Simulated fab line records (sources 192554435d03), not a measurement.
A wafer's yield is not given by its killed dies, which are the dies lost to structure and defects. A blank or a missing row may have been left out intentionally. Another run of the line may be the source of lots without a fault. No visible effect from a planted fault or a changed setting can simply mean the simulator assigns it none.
Which of the tools did it? | flow n5Finfet | 10 lots with 30 wafers sampled at 5 steps, on a route of 1938 steps

== WHAT THE GAUGES SHOWED, per wafer ==
The record holds no reading of a measuring or inspecting step that can be judged against a usual standard deviation.

== EACH LOT AND THE TOOL THAT RAN IT (in order: tool; ch and the chambers of the sampled wafers; start) ==
lot  | N5_BEOL_M8_CVD_78               | N5_PASSIVATION_ETCH_15                       | N5_PASSIVATION_DESCUM_46          | N5_PASSIVATION_PASS_ETCH_47       | N5_PASSIVATION_PROBE_49
L534 | cvdCo-01 ch 0,2, day 9 01:37    | rieDiel-04 ch 0,2,3, day 11 18:10 or earlier | rieDiel-06 ch 0,2, day 11 18:10   | rieDiel-06 ch 0,2, day 11 18:13   | -
L541 | cvdCo-02 ch 1,2, day 10 17:50   | rieDiel-05 ch 0,1,2, day 13 12:29 or earlier | rieDiel-06 ch 0,1,3, day 13 12:29 | rieDiel-06 ch 0,1,3, day 13 12:31 | -
L542 | cvdCo-01 ch 0,2, day 11 02:29   | rieDiel-04 ch 1,3, day 14 00:54 or earlier   | rieDiel-01 ch 1,3, day 14 00:54   | rieDiel-01 ch 1,3, day 14 00:56   | prober-01, day 14 04:02
L545 | cvdCo-01 ch 0,1, day 12 01:02   | rieDiel-02 ch 0,1, day 14 16:36 or earlier   | rieDiel-01 ch 1,3, day 14 16:36   | rieDiel-01 ch 1,3, day 14 16:38   | prober-02, day 14 19:38
L546 | cvdCo-01 ch 0,1, day 12 05:55   | rieDiel-05 ch 0,1,3, day 14 17:05 or earlier | rieDiel-03 ch 0,1,2, day 14 17:05 | rieDiel-03 ch 0,1,2, day 14 17:07 | prober-01, day 14 20:37
L547 | cvdCo-02 ch 0,1,2, day 12 21:00 | rieDiel-02 ch 1,2, day 15 16:29 or earlier   | rieDiel-06 ch 0,1, day 15 16:29   | rieDiel-06 ch 0,1, day 15 16:31   | prober-01, day 15 19:31
L548 | cvdCo-01 ch 0,1, day 12 22:50   | rieDiel-02 ch 1,2, day 15 14:08 or earlier   | rieDiel-03 ch 0,2,3, day 15 14:08 | rieDiel-03 ch 0,2,3, day 15 14:10 | prober-02, day 15 17:10
L550 | cvdCo-01 ch 0,2, day 13 14:02   | rieDiel-05 ch 0,2,3, day 16 06:53 or earlier | rieDiel-06 ch 2,3, day 16 06:53   | rieDiel-06 ch 2,3, day 16 06:56   | prober-02, day 16 10:08
L553 | cvdCo-01 ch 0,1,2, day 13 16:35 | rieDiel-02 ch 0,1,2, day 16 06:44 or earlier | rieDiel-01 ch 2,3, day 16 06:44   | rieDiel-01 ch 2,3, day 16 06:46   | prober-02, day 16 09:56
L554 | cvdCo-01 ch 0,2, day 14 12:50   | rieDiel-04 ch 0,1,2, day 16 23:50 or earlier | rieDiel-06 ch 1,2,3, day 16 23:50 | rieDiel-06 ch 1,2,3, day 16 23:52 | prober-01, day 17 02:55
- N5_BEOL_M8_CVD_78: deposits Co from CCTBA/H2, target thk 2 nm, time 142.3 s.
- N5_PASSIVATION_ETCH_15: etches SiCN in CF4/N2, target depth 75 nm, time 81.2 s.
- N5_PASSIVATION_DESCUM_46: chemistry O2, time 7.9 s.
- N5_PASSIVATION_PASS_ETCH_47: etches SiNx in CF4/O2, target depth 770 nm, time 385 s.
- N5_PASSIVATION_PROBE_49

== WHAT THE TOOLS THEMSELVES READ (means of the sampled wafers that have a number; where no wafer has one, the mark that the record gives instead) ==
N5_PASSIVATION_ETCH_15. Usual: value, then standard deviation, for each; biasW 70.04 W / 0.2; chamberPressureMTorr 40.00 mTorr / 0.043; drypumpMotorCurrentA 5.8 A / 0.41; oesProductAu 0.76 a.u. / 0.088; rfVppV 381.9 V / 1.6; showerheadPlenumPTorr 2.19 Torr / 0.057; throttleValvePct 15.5 % / 0.31.
lot  | tool       | biasW (W) | chamberPressureMTorr (mTorr) | drypumpMotorCurrentA (A) | oesProductAu (a.u.) | rfVppV (V) | showerheadPlenumPTorr (Torr) | throttleValvePct (%) | flag
L534 | rieDiel-04 | 70.22     | 40.03                        | 5.6                      | 0.79                | 381.2      | 2.16                         | 15.4                 | 
L541 | rieDiel-05 | 70.07     | 39.97                        | 5.9                      | 0.81                | 384.8      | 2.25                         | 15.4                 | 
L542 | rieDiel-04 | 70.07     | 39.98                        | 5.2                      | 0.85                | 382.2      | 2.22                         | 15.3                 | 
L545 | rieDiel-02 | 70.24     | 39.99                        | 5.9                      | 0.70                | 380.9      | 2.14                         | 15.7                 | 
L546 | rieDiel-05 | 69.97     | 40.06                        | 6.2                      | 0.82                | 382.4      | 2.20                         | 15.4                 | 
L547 | rieDiel-02 | 70.01     | 40.00                        | 6.1                      | 0.71                | 381.1      | 2.16                         | 15.8                 | 
L548 | rieDiel-02 | 70.11     | 40.04                        | 6.2                      | 0.69                | 383.0      | 2.22                         | 15.7                 | 
L550 | rieDiel-05 | 70.09     | 40.01                        | 5.8                      | 0.73                | 382.2      | 2.20                         | 15.6                 | 
L553 | rieDiel-02 | 70.10     | 39.99                        | 6.0                      | 0.69                | 381.3      | 2.18                         | 15.8                 | 
L554 | rieDiel-04 | 70.01     | 39.99                        | 5.5                      | 0.72                | 381.9      | 2.17                         | 15.7                 | 

N5_PASSIVATION_DESCUM_46. Usual: value, then standard deviation, for each; chamberPressureMTorr 20.002 mTorr / 0.019; drypumpMotorCurrentA 5.4 A / 0.48; oesProductAu 0.78 a.u. / 0.075; rfVppV 243.2 V / 1.4; showerheadPlenumPTorr 2.09 Torr / 0.075; tempC 40.00 C / 0.14; throttleValvePct 20.50 % / 0.21.
lot  | tool       | chamberPressureMTorr (mTorr) | drypumpMotorCurrentA (A) | oesProductAu (a.u.) | rfVppV (V) | showerheadPlenumPTorr (Torr) | tempC (C) | throttleValvePct (%) | flag
L534 | rieDiel-06 | 19.989                       | 5.2                      | 0.75                | 242.3      | 2.06                         | 40.04     | 20.65                | 
L541 | rieDiel-06 | 20.007                       | 5.1                      | 0.74                | 243.4      | 2.09                         | 40.11     | 20.52                | 
L542 | rieDiel-01 | 20.013                       | 6.2                      | 0.82                | 244.4      | 2.15                         | 39.99     | 20.27                | 
L545 | rieDiel-01 | 19.988                       | 6.0                      | 0.83                | 243.0      | 2.09                         | 40.04     | 20.31                | 
L546 | rieDiel-03 | 20.006                       | 5.6                      | 0.88                | 243.5      | 2.13                         | 39.99     | 20.28                | 
L547 | rieDiel-06 | 19.995                       | 5.1                      | 0.71                | 243.3      | 2.12                         | 39.97     | 20.70                | 
L548 | rieDiel-03 | 20.002                       | 6.0                      | 0.89                | 244.1      | 2.17                         | 40.10     | 20.43                | 
L550 | rieDiel-06 | 19.993                       | 5.1                      | 0.75                | 241.3      | 2.01                         | 40.06     | 20.56                | 
L553 | rieDiel-01 | 19.998                       | 6.0                      | 0.76                | 244.6      | 2.19                         | 39.95     | 20.45                | 
L554 | rieDiel-06 | 19.987                       | 5.2                      | 0.74                | 242.2      | 2.04                         | 40.03     | 20.56                | 

N5_PASSIVATION_PASS_ETCH_47. Usual: value, then standard deviation, for each; biasW 49.01 W / 0.15; chamberPressureMTorr 40.00 mTorr / 0.033; drypumpMotorCurrentA 5.4 A / 0.49; oesProductAu 0.78 a.u. / 0.071; rfVppV 241 V / 3.8; showerheadPlenumPTorr 2.20 Torr / 0.08; throttleValvePct 15.90 % / 0.23.
lot  | tool       | biasW (W) | chamberPressureMTorr (mTorr) | drypumpMotorCurrentA (A) | oesProductAu (a.u.) | rfVppV (V) | showerheadPlenumPTorr (Torr) | throttleValvePct (%) | flag
L534 | rieDiel-06 | 49.16     | 40.03                        | 5.1                      | 0.75                | 240        | 2.17                         | 16.03                | 
L541 | rieDiel-06 | 48.98     | 40.00                        | 5.1                      | 0.74                | 241        | 2.20                         | 15.90                | 
L542 | rieDiel-01 | 49.11     | 40.00                        | 6.2                      | 0.82                | 241        | 2.26                         | 15.68                | 
L545 | rieDiel-01 | 48.96     | 39.98                        | 6.0                      | 0.83                | 237        | 2.20                         | 15.71                | 
L546 | rieDiel-03 | 49.04     | 40.02                        | 5.6                      | 0.87                | 242        | 2.25                         | 15.69                | 
L547 | rieDiel-06 | 48.95     | 40.03                        | 5.1                      | 0.70                | 237        | 2.24                         | 16.16                | 
L548 | rieDiel-03 | 48.99     | 39.98                        | 5.9                      | 0.88                | 243        | 2.28                         | 15.79                | 
L550 | rieDiel-06 | 48.99     | 40.05                        | 5.1                      | 0.75                | 243        | 2.10                         | 15.90                | 
L553 | rieDiel-01 | 49.07     | 40.00                        | 6.0                      | 0.77                | 241        | 2.30                         | 15.90                | 
L554 | rieDiel-06 | 49.04     | 39.99                        | 5.2                      | 0.74                | 243        | 2.14                         | 15.91                | 

N5_PASSIVATION_PROBE_49. Usual: defectLimitedYield 91.3 %, standard deviation 1.5; killed_at_M0_to_M3 34, standard deviation 9.4; killed_at_M4_up 13, standard deviation 5.3; killedAtContacts 13, standard deviation 5.7; killedAtFrontEnd 40, standard deviation 10; killedAtOther 3.7, standard deviation 2.8; killedDies 103, standard deviation 17; killedOpen 67, standard deviation 13; killedShort 35, standard deviation 8.5; sort_bin_5_function 5.0 %, standard deviation 0.98; sort_bin_6_memory 3.3 %, standard deviation 0.7; sortNPass 1077, standard deviation 17; sortYieldPct 91.3 %, standard deviation 1.5.
lot  | tool      | defectLimitedYield (%) | killed_at_M0_to_M3 | killed_at_M4_up | killedAtContacts | killedAtFrontEnd | killedAtOther | killedDies | killedOpen | killedShort | sort_bin_5_function (%) | sort_bin_6_memory (%) | sortNPass | sortYieldPct (%) | flag
L542 | prober-01 | 90.9                   | 27                 | 19              | 12               | 46               | 4.3           | 107        | 69         | 36          | 5.0                     | 3.8                   | 1073      | 90.9             | 
L545 | prober-02 | 90.7                   | 33                 | 22              | 11               | 40               | 3.3           | 110        | 73         | 36          | 5.7                     | 3.4                   | 1070      | 90.7             | 
L546 | prober-01 | 90.1                   | 35                 | 15              | 28               | 38               | 1.3           | 117        | 74         | 38          | 5.8                     | 3.8                   | 1063      | 90.1             | 
L547 | prober-01 | 91.1                   | 25                 | 10              | 15               | 50               | 5.7           | 105        | 68         | 36          | 5.2                     | 3.4                   | 1075      | 91.1             | 
L548 | prober-02 | 90.4                   | 42                 | 12              | 11               | 46               | 2.7           | 114        | 71         | 43          | 5.4                     | 3.9                   | 1066      | 90.4             | 
L550 | prober-02 | 91.7                   | 34                 | 13              | 6                | 40               | 4.7           | 97         | 65         | 29          | 4.5                     | 3.2                   | 1083      | 91.7             | 
L553 | prober-02 | 84.3                   | 27                 | 110             | 9                | 34               | 4.7           | 185        | 54         | 28          | 9.8                     | 3.6                   | 995       | 84.3             | OFF
L554 | prober-01 | 85.3                   | 18                 | 112             | 12               | 31               | 0.7           | 174        | 45         | 27          | 9.2                     | 3.4                   | 1006      | 85.3             | OFF

== THE ANSWER, worked out from the rows above alone ==
Rule: a lot is off if the mean of its wafers that have a number lies more than 3 standard deviations from the usual mean. Also off: a lot with no number at a reading for which 4 or more lots have one. Any other lot the step has rows for is counted as sound. Order of review: gauges by route order, followed by the tools' own readings, for which a lot's mean as printed above is used. At the first step where some lot is off, the reading lying furthest off is the one used; lots without a number count as furthest.
Off: L553, L554, at N5_PASSIVATION_PROBE_49 (killed_at_M4_up). Neither off nor sound, because the step has no rows for them: L534, L541.
A tool fits if, at that step or a process step before it, it ran every lot that is off, and no sound lot after the first of them. N5_PASSIVATION_ETCH_15 gives no start for some lots, so the hours and the order of its lots are those of N5_PASSIVATION_DESCUM_46. One fits: cvdCo-01 at N5_BEOL_M8_CVD_78. Its last sound lot is L550 (day 13 14:02), its first lot that is off L553 (day 13 16:35): a fault that began between those two fits.

== WHAT HAD BEEN PUT IN BY THE SIMULATOR ==
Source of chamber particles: cvdCo-01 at N5_BEOL_M8_CVD_78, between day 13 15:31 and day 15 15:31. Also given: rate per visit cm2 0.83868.
Struck lots among those shown: L553, L554. Same finding as the rule above.
